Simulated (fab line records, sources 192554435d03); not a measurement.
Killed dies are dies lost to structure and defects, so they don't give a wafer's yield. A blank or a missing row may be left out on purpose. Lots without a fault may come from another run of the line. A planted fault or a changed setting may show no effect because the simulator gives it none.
Which tool did it? | flow n5_finfet | 10 lots, 26 wafers sampled, at 5 steps of a route of 1938

WHAT THE GAUGES READ, wafer by wafer
N5_HKMG_FIN_CD_MEAS_49: target cd 202 nm.
lot  | measured    | on        | cd_nm (nm)
L609 | day 4 00:01 | cd_sem-03 | 201.4 202.2
L612 | day 4 17:58 | cd_sem-02 | 202.9 202.2 202.2
L614 | day 5 05:32 | cd_sem-02 | 206.3 207.4 207.4
L615 | day 5 11:59 | cd_sem-01 | 204.9 204.4 204.3
L617 | day 6 03:17 | cd_sem-02 | 202.3 201.5 202.0
L621 | day 7 01:19 | cd_sem-02 | 203.7 203.3
L623 | day 7 12:49 | cd_sem-03 | 203.0 202.6 203.0
L626 | day 8 05:24 | cd_sem-01 | 202.7 202.1
L631 | day 9 16:03 | cd_sem-01 | 202.0 203.0 201.1
L632 | day 9 19:50 | cd_sem-02 | 201.8 202.1

WHICH TOOL RAN EACH LOT (tool, then ch and the chambers of the sampled wafers, then the start)
lot  | N5_SDB_CUT_ETCH_26              | N5_SDB_ALD_29                    | N5_SDB_CMP_30                | N5_HKMG_FIN_EXPOSE_46
L609 | rie_si-01 ch 0,2, day 3 19:14   | ald_sin-01 ch 0,3, day 3 19:25   | cmp-01 ch 3, day 3 22:09     | arfi_scanner-03 ch 0, day 3 23:53
L612 | rie_si-03 ch 0,1,3, day 4 13:08 | ald_sin-03 ch 1,2, day 4 13:19   | cmp-01 ch 0,3, day 4 16:03   | arfi_scanner-01 ch 0, day 4 17:50
L614 | rie_si-01 ch 1,3, day 5 00:54   | ald_sin-02 ch 1,3, day 5 01:05   | cmp-03 ch 0,1,3, day 5 03:49 | arfi_scanner-01 ch 0, day 5 05:26
L615 | rie_si-01 ch 1,2,3, day 5 07:08 | ald_sin-03 ch 0,1,2, day 5 07:20 | cmp-02 ch 0,1,2, day 5 10:04 | arfi_scanner-01 ch 0, day 5 11:51
L617 | rie_si-01 ch 0,1,3, day 5 22:16 | ald_sin-03 ch 0,1,3, day 5 22:26 | cmp-01 ch 0,1,2, day 6 01:11 | arfi_scanner-02 ch 0, day 6 03:11
L621 | rie_si-03 ch 3, day 6 20:25     | ald_sin-03 ch 0, day 6 20:36     | cmp-02 ch 0,2, day 6 23:25   | arfi_scanner-02 ch 0, day 7 01:12
L623 | rie_si-06 ch 0,1,3, day 7 07:44 | ald_sin-01 ch 0,1,2, day 7 07:55 | cmp-02 ch 0,1,2, day 7 10:39 | arfi_scanner-02 ch 0, day 7 12:41
L626 | rie_si-06 ch 0,1, day 8 00:38   | ald_sin-02 ch 0,1, day 8 00:49   | cmp-01 ch 2,3, day 8 03:32   | arfi_scanner-02 ch 0, day 8 05:17
L631 | rie_si-01 ch 2,3, day 9 11:16   | ald_sin-02 ch 0,2,3, day 9 11:27 | cmp-01 ch 0,2,3, day 9 14:16 | arfi_scanner-03 ch 0, day 9 15:56
L632 | rie_si-03 ch 1,3, day 9 14:58   | ald_sin-02 ch 0,1, day 9 15:09   | cmp-03 ch 0,3, day 9 18:01   | arfi_scanner-02 ch 0, day 9 19:43
- N5_SDB_CUT_ETCH_26: etches Si in HBr/Cl2/O2, target depth 129.6 nm, bt time 20 s, time 51.8 s.
- N5_SDB_ALD_29: deposits SiNx, target thk 30 nm, pulse time 1 s, ald cycles 600.
- N5_SDB_CMP_30: polishes, stops on poly-Si, t overpolish 1.54 s, target thk 30 nm.
- N5_HKMG_FIN_EXPOSE_46: exposes mask NDIPOLE.

THE ANSWER, worked out from the rows above alone
Rule: what is usual is taken from the lots themselves. Put in order of their means at a reading, lots are off if they are a third of the lots or fewer, leave a main group of 4 or more, and stand apart from it by a gap of 3 or more times the standard deviation of the main group's means; of several such gaps the widest counts. A main group whose means are all the same, to the digits that the tables above print for the reading, isn't used. A lot without any number at a reading at which 4 lots or more have one is off too. The other lots that the step has rows for count as sound.
No lot is off at any reading shown: from this, nothing can be told.

WHAT THE SIMULATOR HAD PUT IN
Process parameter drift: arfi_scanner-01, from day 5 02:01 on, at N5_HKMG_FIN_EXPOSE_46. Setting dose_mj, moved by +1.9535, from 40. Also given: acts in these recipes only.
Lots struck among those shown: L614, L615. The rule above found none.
